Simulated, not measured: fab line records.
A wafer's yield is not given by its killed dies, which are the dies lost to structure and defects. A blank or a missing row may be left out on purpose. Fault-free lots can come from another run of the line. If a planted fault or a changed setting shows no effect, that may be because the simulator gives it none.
fab line records -- flow n5_finfet -- part 1 of 2: steps 1 to 21 of 31
record lots=5, wafers=15, last_day=18
route steps=1938 shown BEOL_M7@1288
lots with no fault: from the same line, run without faults
start_h: the number of hours between the record's first day and the start of the first shown wafer of the lot -- wait_h: time in hours since the lot's previous step -- " the same as in the row above -- L1.1+2: one row covering several wafers at once -- - no value present, or no start provided -- * or withheld: withheld -- < > ~ a bound
route shown NAME@n: a module of which the file shows steps, and the number in the route of the first -- usual: mean/standard deviation of fault-free wafers -- same: alike in all rows -- chamber/n: place in a boat -- sites: readings site by site -- _std_site: the values' standard deviation -- _edge_site: the outer-site mean with the inner-site mean subtracted -- radius_mm: for every site, how far away it sits from the centre of the wafer -- mask NAME#n: copy n -- behind: tool/chamber where the wafer was last shaped -- hold: reason for holding the lot/hours on hold/outcome of the hold -- device: the transistor (n, p or np) that didn't switch -- end of line: tests of these same wafers at the route's end -- a step with no rows: only its recipe -- killed: not the wafer's yield, but the dies lost to structure and defects at the first sort -- map: dies across one wafer; x = killed, . = not, _ = none there
set.NAME: the setting as run; set.NAME@STEP: as run at that earlier step -- model.NAME: the simulator's own value behind a step, which no gauge read
certain route steps with their lots: each step a table, each wafer a row
services: the hour from which a tool's chamber was out of use, counted from the record's first day as start_h (under 0 if before that day), plus the number of hours and why
## steps
# step N5_BEOL_M7_COAT_64
# recipe resist=SiARC, temp_c=220, time_s=60, spin_rpm=1500, resist_thk_nm=12
lot.wafer,tool,chamber,start_h,wait_h
L076.2+3+6,litho_track-04,0,-,-
L079.1+3+5,litho_track-04,0,-,-
L088.1+3+4,litho_track-03,0,-,-
L092.1+2+3,litho_track-03,0,-,-
L093.3+5+6,litho_track-01,0,-,-
# step N5_BEOL_M7_COAT_71
# recipe resist=underlayer, temp_c=205, time_s=60, spin_rpm=1500, resist_thk_nm=5
lot.wafer,tool,chamber,start_h,wait_h
L076.2+3+6,litho_track-04,0,-,-
L079.1+3+5,litho_track-04,0,-,-
L088.1+3+4,litho_track-03,0,-,-
L092.1+2+3,litho_track-03,0,-,-
L093.3+5+6,litho_track-01,0,-,-
# step N5_BEOL_M7_COAT_22
# recipe resist=CAR-EUV, spin_rpm=1500, resist_thk_nm=30
lot.wafer,tool,chamber,start_h,wait_h
L076.2+3+6,litho_track-04,0,-,-
L079.1+3+5,litho_track-04,0,-,-
L088.1+3+4,litho_track-03,0,-,-
L092.1+2+3,litho_track-03,0,-,-
L093.3+5+6,litho_track-01,0,-,-
# step N5_BEOL_M7_EBR_24
# recipe solvent=PGMEA, ebr_width_mm=1.5
lot.wafer,tool,chamber,start_h,wait_h
L076.2+3+6,litho_track-04,0,-,-
L079.1+3+5,litho_track-04,0,-,-
L088.1+3+4,litho_track-03,0,-,-
L092.1+2+3,litho_track-03,0,-,-
L093.3+5+6,litho_track-01,0,-,-
# step N5_BEOL_M7_SOFTBAKE_23
# recipe temp_c=110, time_s=60, resist=CAR-EUV
lot.wafer,tool,chamber,start_h,wait_h
L076.2+3+6,litho_track-04,0,-,-
L079.1+3+5,litho_track-04,0,-,-
L088.1+3+4,litho_track-03,0,-,-
L092.1+2+3,litho_track-03,0,-,-
L093.3+5+6,litho_track-01,0,-,-
# step N5_BEOL_M7_EXPOSE_25
# recipe mask_id=V6, na=0.33, source_shape=annular, sigma_inner=0.4, sigma_outer=0.8, polarization=unpolarized, target_cd_nm=40, dose_mj=42.5
# same sigma_inner=0.4
lot.wafer,tool,chamber,start_h,wait_h,mask
L076.2+3+6,euv_scanner-02,0,224.97,-,V6#0
L079.1+3+5,euv_scanner-02,0,250.54,-,V6#0
L088.1+3+4,euv_scanner-01,0,306.07,-,V6#0
L092.1+2+3,euv_scanner-01,0,337.00,-,V6#0
L093.3+5+6,euv_scanner-02,0,342.07,-,V6#0
# step N5_BEOL_M7_PEB_26
# recipe peb_temp_c=100, peb_time_s=60, resist=CAR-EUV
lot.wafer,tool,chamber,start_h,wait_h
L076.2+3+6,litho_track-04,0,225.03,0.1
L079.1+3+5,litho_track-04,0,250.60,0.1
L088.1+3+4,litho_track-01,0,306.14,0.1
L092.1+2+3,litho_track-03,0,337.07,0.1
L093.3+5+6,litho_track-04,0,342.12,0.0
# step N5_BEOL_M7_DEVELOP_27
# recipe develop_time_s=30, developer=TMAH, resist=CAR-EUV, rinse_liquid=surfactant_rinse, dry=air_spin, dev_temp_c=23
lot.wafer,tool,chamber,start_h,wait_h
L076.2+3+6,litho_track-04,0,-,-
L079.1+3+5,litho_track-04,0,-,-
L088.1+3+4,litho_track-01,0,-,-
L092.1+2+3,litho_track-03,0,-,-
L093.3+5+6,litho_track-04,0,-,-
# step N5_BEOL_M7_CD_MEAS_28
# recipe target_cd_nm=40, landing_energy_ev=500, detector=se_inlens
# usual cd_nm=39.94/0.22
lot.wafer,tool,chamber,start_h,wait_h,cd_nm
L076.2,cd_sem-02,0,225.10,-,40.24
L076.3,cd_sem-02,0,225.10,-,40.03
L076.6,cd_sem-02,0,225.10,-,40.16
L079.1,cd_sem-01,0,250.67,-,40.14
L079.3,cd_sem-01,0,250.67,-,40.23
L079.5,cd_sem-01,0,250.67,-,40.19
L088.1,cd_sem-03,0,306.21,-,40.18
L088.3,cd_sem-03,0,306.21,-,39.92
L088.4,cd_sem-03,0,306.21,-,40.19
L092.1,cd_sem-01,0,337.14,-,39.74
L092.2,cd_sem-01,0,337.14,-,39.97
L092.3,cd_sem-01,0,337.14,-,39.95
L093.3,cd_sem-01,0,342.19,-,39.98
L093.5,cd_sem-01,0,342.19,-,39.86
L093.6,cd_sem-01,0,342.19,-,39.84
# step N5_BEOL_M7_OVL_MEAS_29
# recipe points_per_wafer=522
# usual V6_OVL=0.3/0.77
lot.wafer,tool,chamber,start_h,wait_h,V6_OVL[nm]
L076.2,overlay-01,0,225.14,0.0,0.3
L076.3,overlay-01,0,225.14,0.0,0.9
L076.6,overlay-01,0,225.14,0.0,0.7
L079.1,overlay-01,0,250.70,0.0,0.2
L079.3,overlay-01,0,250.70,0.0,1.0
L079.5,overlay-01,0,250.70,0.0,1.7
L088.1,overlay-01,0,306.24,0.0,1.4
L088.3,overlay-01,0,306.24,0.0,1.3
L088.4,overlay-01,0,306.24,0.0,0.6
L092.1,overlay-01,0,337.17,0.0,0.4
L092.2,overlay-01,0,337.17,0.0,0.5
L092.3,overlay-01,0,337.17,0.0,0.5
L093.3,overlay-02,0,342.23,0.0,1.0
L093.5,overlay-02,0,342.23,0.0,0.5
L093.6,overlay-02,0,342.23,0.0,-0.8
# step N5_BEOL_M7_INSPECT_30
# recipe mode=adi, inspect_instrument=brightfield
# usual raw_defect_count=413/99
lot.wafer,tool,chamber,start_h,wait_h,raw_defect_count
L076.2,defect_inspect-01,-,225.19,0.0,405
L076.3,defect_inspect-01,-,225.19,0.0,385
L076.6,defect_inspect-01,-,225.19,0.0,329
L079.1,defect_inspect-02,-,250.76,0.1,402
L079.3,defect_inspect-02,-,250.76,0.1,482
L079.5,defect_inspect-02,-,250.76,0.1,395
L088.1,defect_inspect-02,-,306.30,0.1,312
L088.3,defect_inspect-02,-,306.30,0.1,350
L088.4,defect_inspect-02,-,306.30,0.1,250
L092.1,defect_inspect-02,-,337.22,0.1,223
L092.2,defect_inspect-02,-,337.22,0.1,217
L092.3,defect_inspect-02,-,337.22,0.1,277
L093.3,defect_inspect-02,-,342.28,0.0,577
L093.5,defect_inspect-02,-,342.28,0.0,813
L093.6,defect_inspect-02,-,342.28,0.0,464
# step N5_BEOL_M7_DESCUM_33
# recipe chemistry=O2, time_s=7, source_power_w=50, bias_power_w=20, pressure_mtorr=20, rf_frequency_hz=2.712e+07, temp_c=40, resist=CAR-EUV, o2_flow_sccm=225
# usual drypump_motor_current_A=5.6/0.32, o2_flow_sccm=224.9/0.65, oes_product_au=0.75/0.07, rf_vpp_V=243.4/1.4, showerhead_plenum_p_Torr=2.11/0.067, throttle_valve_pct=20.69/0.2
lot.wafer,tool,chamber,start_h,wait_h,drypump_motor_current_A,o2_flow_sccm,oes_product_au,rf_hours_counter_h,rf_vpp_V,showerhead_plenum_p_Torr,throttle_valve_pct
L076.2,rie_diel-03,0,225.64,0.5,5.4,224.4,0.73,190,243.2,2.10,20.63
L076.3,rie_diel-03,3,225.64,0.5,5.5,225.0,0.73,211,243.3,2.09,20.97
L076.6,rie_diel-03,0,225.64,0.5,5.4,225.5,0.73,-,241.9,2.10,20.61
L079.1,rie_diel-01,2,252.96,2.2,5.5,224.6,0.72,186,245.4,2.16,20.76
L079.3,rie_diel-01,1,252.96,2.2,6.1,225.2,0.73,203,243.7,2.07,20.71
L079.5,rie_diel-01,0,252.96,2.2,5.7,224.6,0.70,-,242.8,2.09,20.81
L088.1,rie_diel-03,1,306.33,0.0,5.9,224.4,0.87,32,244.9,2.21,20.52
L088.3,rie_diel-03,2,306.33,0.0,5.3,225.0,0.73,179,242.2,2.08,20.83
L088.4,rie_diel-03,0,306.33,0.0,5.4,224.7,0.72,210,244.7,2.09,20.65
L092.1,rie_diel-02,2,340.28,3.1,5.7,225.1,0.68,241,243.2,2.04,20.66
L092.2,rie_diel-02,0,340.28,3.1,5.8,224.1,0.81,97,242.7,2.04,20.14
L092.3,rie_diel-02,1,340.28,3.1,5.6,224.6,0.70,231,243.5,2.16,20.79
L093.3,rie_diel-01,2,344.80,2.5,5.5,223.9,0.69,-,245.4,2.14,20.83
L093.5,rie_diel-01,2,344.80,2.5,5.5,224.8,0.68,-,243.3,2.14,20.81
L093.6,rie_diel-01,1,344.80,2.5,6.0,224.1,0.71,-,243.6,2.06,20.76
# step N5_BEOL_M7_ETCH_72
# recipe chemistry=N2/H2, target=underlayer, target_depth_a=65, mask_material=CAR-EUV, time_s=5.2, ion_energy_ev=200, pressure_mtorr=30, source_w=840, bias_w=150, n2_flow_sccm=200, h2_flow_sccm=200, ends=cleared
# usual drypump_motor_current_A=5.7/0.33, etch_rf_on_time_s=5.19/0.11, oes_product_au=0.64/0.062, rf_vpp_V=524.4/2.8, showerhead_plenum_p_Torr=2.56/0.078, throttle_valve_pct=18.13/0.19
lot.wafer,tool,chamber,start_h,wait_h,drypump_motor_current_A,etch_rf_on_time_s,oes_product_au,rf_hours_counter_h,rf_vpp_V,showerhead_plenum_p_Torr,throttle_valve_pct
L076.2,rie_diel-03,0,225.68,0.0,5.4,5.22,0.62,190,521.2,2.54,18.12
L076.3,rie_diel-03,3,225.68,0.0,5.5,5.28,0.62,211,522.8,2.51,18.23
L076.6,rie_diel-03,0,225.68,0.0,5.4,5.17,0.62,-,525.2,2.54,18.13
L079.1,rie_diel-01,2,253.00,0.0,5.5,5.19,0.61,186,527.1,2.64,18.23
L079.3,rie_diel-01,1,253.00,0.0,6.1,5.25,0.62,203,522.1,2.52,18.23
L079.5,rie_diel-01,0,253.00,0.0,5.7,5.24,0.60,-,523.5,2.53,18.23
L088.1,rie_diel-03,1,306.36,0.0,6.0,4.98,0.76,32,528.5,2.70,18.03
L088.3,rie_diel-03,2,306.36,0.0,5.4,5.17,0.61,179,523.2,2.51,18.10
L088.4,rie_diel-03,0,306.36,0.0,5.5,5.19,0.61,210,524.0,2.53,18.18
L092.1,rie_diel-02,2,340.31,0.0,5.7,5.10,0.59,241,525.9,2.50,18.25
L092.2,rie_diel-02,0,340.31,0.0,5.8,5.20,0.69,97,520.4,2.47,17.58
L092.3,rie_diel-02,1,340.31,0.0,5.6,5.46,0.58,231,525.6,2.62,18.21
L093.3,rie_diel-01,2,344.84,0.0,5.5,5.17,0.60,-,525.2,2.62,18.34
L093.5,rie_diel-01,2,344.84,0.0,5.5,5.17,0.60,-,526.0,2.62,18.30
L093.6,rie_diel-01,1,344.84,0.0,6.1,5.29,0.59,-,524.2,2.51,18.31
# step N5_BEOL_M7_ETCH_65
# recipe chemistry=CF4, target=SiARC, target_depth_a=156, mask_material=CAR-EUV, time_s=26, ion_energy_ev=80, pressure_mtorr=40, source_w=545, bias_w=36, Ar_flow_sccm=100, cf4_flow_sccm=100, ends=cleared
# usual drypump_motor_current_A=5.6/0.33, etch_rf_on_time_s=25.8/0.52, oes_product_au=0.64/0.062, rf_vpp_V=184.3/1.2, showerhead_plenum_p_Torr=2.15/0.063, throttle_valve_pct=15.86/0.2
lot.wafer,tool,chamber,start_h,wait_h,drypump_motor_current_A,etch_rf_on_time_s,oes_product_au,rf_hours_counter_h,rf_vpp_V,showerhead_plenum_p_Torr,throttle_valve_pct
L076.2,rie_diel-03,0,225.70,0.0,5.4,25.6,0.62,190,183.1,2.13,15.72
L076.3,rie_diel-03,3,225.70,0.0,5.5,26.0,0.62,211,184.4,2.13,16.01
L076.6,rie_diel-03,0,225.70,0.0,5.4,25.8,0.63,-,183.8,2.13,15.72
L079.1,rie_diel-01,2,253.01,0.0,5.5,25.5,0.62,186,184.3,2.21,16.05
L079.3,rie_diel-01,1,253.01,0.0,6.1,26.3,0.62,203,182.2,2.12,15.89
L079.5,rie_diel-01,0,253.01,0.0,5.7,26.1,0.60,-,184.1,2.13,15.92
L088.1,rie_diel-03,1,306.38,0.0,5.9,24.7,0.76,32,184.9,2.25,15.61
L088.3,rie_diel-03,2,306.38,0.0,5.3,25.6,0.62,179,183.2,2.12,15.96
L088.4,rie_diel-03,0,306.38,0.0,5.4,25.8,0.61,210,183.8,2.12,15.76
L092.1,rie_diel-02,2,340.33,0.0,5.6,24.9,0.59,241,183.9,2.12,16.08
L092.2,rie_diel-02,0,340.33,0.0,5.8,25.8,0.69,97,183.1,2.09,15.38
L092.3,rie_diel-02,1,340.33,0.0,5.6,26.7,0.59,231,185.7,2.20,15.89
L093.3,rie_diel-01,2,344.88,0.0,5.5,25.6,0.60,-,182.5,2.19,16.11
L093.5,rie_diel-01,2,344.88,0.0,5.5,25.4,0.60,-,185.6,2.19,16.11
L093.6,rie_diel-01,1,344.88,0.0,6.0,26.2,0.60,-,183.5,2.11,15.96
# step N5_BEOL_M7_ETCH_66
# recipe chemistry=N2/H2, target=SOC, target_depth_a=800, overetch_a=160, mask_material=SiARC, temp_c=40, time_s=120, ion_energy_ev=200, pressure_mtorr=30, source_w=840, bias_w=150, n2_flow_sccm=200, h2_flow_sccm=200
# usual drypump_motor_current_A=5.7/0.33, oes_product_au=0.57/0.051, rf_vpp_V=524.2/2.3, showerhead_plenum_p_Torr=2.56/0.079, throttle_valve_pct=18.08/0.2
lot.wafer,tool,chamber,start_h,wait_h,drypump_motor_current_A,oes_product_au,rf_hours_counter_h,rf_vpp_V,showerhead_plenum_p_Torr,throttle_valve_pct
L076.2,rie_diel-03,0,225.72,0.0,5.4,0.56,190,523.2,2.54,18.11
L076.3,rie_diel-03,3,225.72,0.0,5.5,0.56,211,523.8,2.51,18.24
L076.6,rie_diel-03,0,225.72,0.0,5.4,0.56,-,523.1,2.54,18.10
L079.1,rie_diel-01,2,253.04,0.0,5.5,0.55,186,526.1,2.64,18.21
L079.3,rie_diel-01,1,253.04,0.0,6.1,0.56,203,522.2,2.52,18.21
L079.5,rie_diel-01,0,253.04,0.0,5.7,0.54,-,521.7,2.53,18.17
L088.1,rie_diel-03,1,306.41,0.0,5.9,0.67,32,528.5,2.70,17.97
L088.3,rie_diel-03,2,306.41,0.0,5.3,0.56,179,522.4,2.51,18.06
L088.4,rie_diel-03,0,306.41,0.0,5.4,0.55,210,523.3,2.53,18.12
L092.1,rie_diel-02,2,340.36,0.0,5.7,0.53,241,522.5,2.50,18.19
L092.2,rie_diel-02,0,340.36,0.0,5.8,0.62,97,522.0,2.47,17.53
L092.3,rie_diel-02,1,340.36,0.0,5.6,0.54,231,524.9,2.62,18.18
L093.3,rie_diel-01,2,344.94,0.1,5.5,0.54,-,525.5,2.62,18.26
L093.5,rie_diel-01,2,344.94,0.1,5.5,0.53,-,524.3,2.62,18.25
L093.6,rie_diel-01,1,344.94,0.1,6.0,0.55,-,523.7,2.51,18.27
# step N5_BEOL_M7_STRIP_69
# recipe chemistry=N2/H2, temp_c=40, n2_flow_sccm=200, h2_flow_sccm=200, rf_frequency_hz=6e+07
lot.wafer,tool,chamber,start_h,wait_h
L076.2+3+6,rie_diel-03,"0,3,0",225.80,0.0
L079.1+3+5,rie_diel-01,"2,1,0",253.12,0.0
L088.1+3+4,rie_diel-03,"1,2,0",306.49,0.0
L092.1+2+3,rie_diel-02,"2,0,1",340.44,0.0
L093.3+5+6,rie_diel-01,"2,2,1",345.03,0.0
# step N5_BEOL_M7_STRIP_73
# recipe chemistry=N2/H2, temp_c=40, n2_flow_sccm=200, h2_flow_sccm=200, rf_frequency_hz=6e+07
lot.wafer,tool,chamber,start_h,wait_h
L076.2+3+6,rie_diel-03,"0,3,0",225.81,0.0
L079.1+3+5,rie_diel-01,"2,1,0",253.13,0.0
L088.1+3+4,rie_diel-03,"1,2,0",306.50,0.0
L092.1+2+3,rie_diel-02,"2,0,1",340.45,0.0
L093.3+5+6,rie_diel-01,"2,2,1",345.04,0.0
# step N5_BEOL_M7_VIA_ETCH_34
# recipe chemistry=C4F6/O2, target=SiCOH_lowk, target_depth_a=1255, mask_material=SOC, taper_deg=4, time_s=50.5, ion_energy_ev=250, pressure_mtorr=30, source_w=345, bias_w=185, Ar_flow_sccm=300, C4F6_flow_sccm=10, O2_flow_sccm=10
# usual drypump_motor_current_A=5.7/0.33, oes_product_au=0.75/0.072, rf_vpp_V=667/11, showerhead_plenum_p_Torr=2.86/0.086, throttle_valve_pct=21.13/0.19
lot.wafer,tool,chamber,start_h,wait_h,drypump_motor_current_A,oes_product_au,rf_hours_counter_h,rf_vpp_V,showerhead_plenum_p_Torr,throttle_valve_pct
L076.2,rie_diel-03,0,225.82,0.0,5.4,0.73,190,672,2.85,21.07
L076.3,rie_diel-03,3,225.82,0.0,5.5,0.72,211,656,2.82,21.30
L076.6,rie_diel-03,0,225.82,0.0,5.4,0.73,-,673,2.84,21.06
L079.1,rie_diel-01,2,253.14,0.0,5.5,0.73,186,663,2.92,21.18
L079.3,rie_diel-01,1,253.14,0.0,6.0,0.73,203,667,2.83,21.20
L079.5,rie_diel-01,0,253.14,0.0,5.7,0.71,-,662,2.84,21.21
L088.1,rie_diel-03,1,306.51,0.0,6.0,0.89,32,687,3.00,20.97
L088.3,rie_diel-03,2,306.51,0.0,5.3,0.72,179,661,2.82,21.19
L088.4,rie_diel-03,0,306.51,0.0,5.4,0.72,210,673,2.84,21.08
L092.1,rie_diel-02,2,340.46,0.0,5.6,0.69,241,645,2.81,21.31
L092.2,rie_diel-02,0,340.46,0.0,5.8,0.80,97,670,2.76,20.56
L092.3,rie_diel-02,1,340.46,0.0,5.6,0.69,231,673,2.92,21.17
L093.3,rie_diel-01,2,345.08,0.0,5.5,0.70,-,662,2.90,21.23
L093.5,rie_diel-01,2,345.08,0.0,5.5,0.70,-,662,2.90,21.24
L093.6,rie_diel-01,1,345.08,0.0,6.1,0.71,-,666,2.81,21.24
# step N5_BEOL_M7_STRIP_76
# recipe chemistry=C4F6/O2, resist=SiARC, rf_frequency_hz=6e+07
lot.wafer,tool,chamber,start_h,wait_h
L076.2+3+6,rie_diel-03,"0,3,0",225.87,0.0
L079.1+3+5,rie_diel-01,"2,1,0",253.19,0.0
L088.1+3+4,rie_diel-03,"1,2,0",306.55,0.0
L092.1+2+3,rie_diel-02,"2,0,1",340.50,0.0
L093.3+5+6,rie_diel-01,"2,2,1",345.12,0.0
# step N5_BEOL_M7_STRIP_36
# recipe chemistry=N2/H2, power_w=450, temp_c=40, pressure_mtorr=20, rf_frequency_hz=6e+07, overash_fraction=0.3, bias_power_w=7, h2_frac=0.5, n2_flow_sccm=200, h2_flow_sccm=200
# usual drypump_motor_current_A=5.7/0.33, oes_product_au=0.75/0.071, rf_vpp_V=59.1/1.7, showerhead_plenum_p_Torr=2.55/0.079, throttle_valve_pct=23.92/0.23
lot.wafer,tool,chamber,start_h,wait_h,drypump_motor_current_A,oes_product_au,rf_hours_counter_h,rf_vpp_V,showerhead_plenum_p_Torr,throttle_valve_pct
L076.2,rie_diel-03,0,225.88,0.0,5.4,0.74,190,62.0,2.53,24.07
L076.3,rie_diel-03,3,225.88,0.0,5.4,0.74,211,56.4,2.50,24.14
L076.6,rie_diel-03,0,225.88,0.0,5.4,0.75,-,60.8,2.53,24.04
L079.1,rie_diel-01,2,253.20,0.0,5.5,0.72,186,59.8,2.64,23.87
L079.3,rie_diel-01,1,253.20,0.0,6.1,0.74,203,58.0,2.52,24.12
L079.5,rie_diel-01,0,253.20,0.0,5.8,0.70,-,57.1,2.53,24.03
L088.1,rie_diel-03,1,306.56,0.0,5.9,0.88,32,61.1,2.69,23.93
L088.3,rie_diel-03,2,306.56,0.0,5.3,0.73,179,57.6,2.51,23.76
L088.4,rie_diel-03,0,306.56,0.0,5.4,0.71,210,62.4,2.53,24.10
L092.1,rie_diel-02,2,340.51,0.0,5.7,0.69,241,55.2,2.50,24.05
L092.2,rie_diel-02,0,340.51,0.0,5.8,0.82,97,60.7,2.47,23.29
L092.3,rie_diel-02,1,340.51,0.0,5.6,0.70,231,57.8,2.62,24.10
L093.3,rie_diel-01,2,345.15,0.0,5.5,0.69,-,57.8,2.62,23.89
L093.5,rie_diel-01,2,345.15,0.0,5.5,0.69,-,59.3,2.62,23.89
L093.6,rie_diel-01,1,345.15,0.0,6.0,0.72,-,61.2,2.51,24.17
# step N5_BEOL_M7_TRENCH_ETCH_37
# recipe chemistry=C4F6/O2, target_depth_a=934.78, target=SiCOH_lowk, time_s=31.2, ion_energy_ev=250, pressure_mtorr=30, source_w=345, bias_w=185, Ar_flow_sccm=300, C4F6_flow_sccm=10, O2_flow_sccm=10
# usual drypump_motor_current_A=5.7/0.33, oes_product_au=0.75/0.073, rf_vpp_V=667/11, showerhead_plenum_p_Torr=2.86/0.086, throttle_valve_pct=21.16/0.19
lot.wafer,tool,chamber,start_h,wait_h,drypump_motor_current_A,oes_product_au,rf_hours_counter_h,rf_vpp_V,showerhead_plenum_p_Torr,throttle_valve_pct
L076.2,rie_diel-03,0,-,-,5.4,0.73,190,672,2.84,21.10
L076.3,rie_diel-03,3,-,-,5.5,0.72,211,656,2.82,21.35
L076.6,rie_diel-03,0,-,-,5.4,0.74,-,673,2.84,21.09
L079.1,rie_diel-01,2,-,-,5.5,0.72,186,663,2.92,21.21
L079.3,rie_diel-01,1,-,-,6.0,0.73,203,666,2.83,21.22
L079.5,rie_diel-01,0,-,-,5.7,0.71,-,662,2.84,21.26
L088.1,rie_diel-03,1,-,-,5.9,0.89,32,688,3.00,21.00
L088.3,rie_diel-03,2,-,-,5.4,0.73,179,660,2.82,21.22
L088.4,rie_diel-03,0,-,-,5.4,0.72,210,673,2.84,21.11
L092.1,rie_diel-02,2,-,-,5.6,0.69,241,643,2.81,21.36
L092.2,rie_diel-02,0,-,-,5.8,0.80,97,668,2.76,20.60
L092.3,rie_diel-02,1,-,-,5.6,0.69,231,673,2.92,21.21
L093.3,rie_diel-01,2,-,-,5.5,0.70,-,662,2.90,21.26
L093.5,rie_diel-01,2,-,-,5.5,0.71,-,663,2.90,21.25
L093.6,rie_diel-01,1,-,-,6.1,0.71,-,668,2.81,21.28
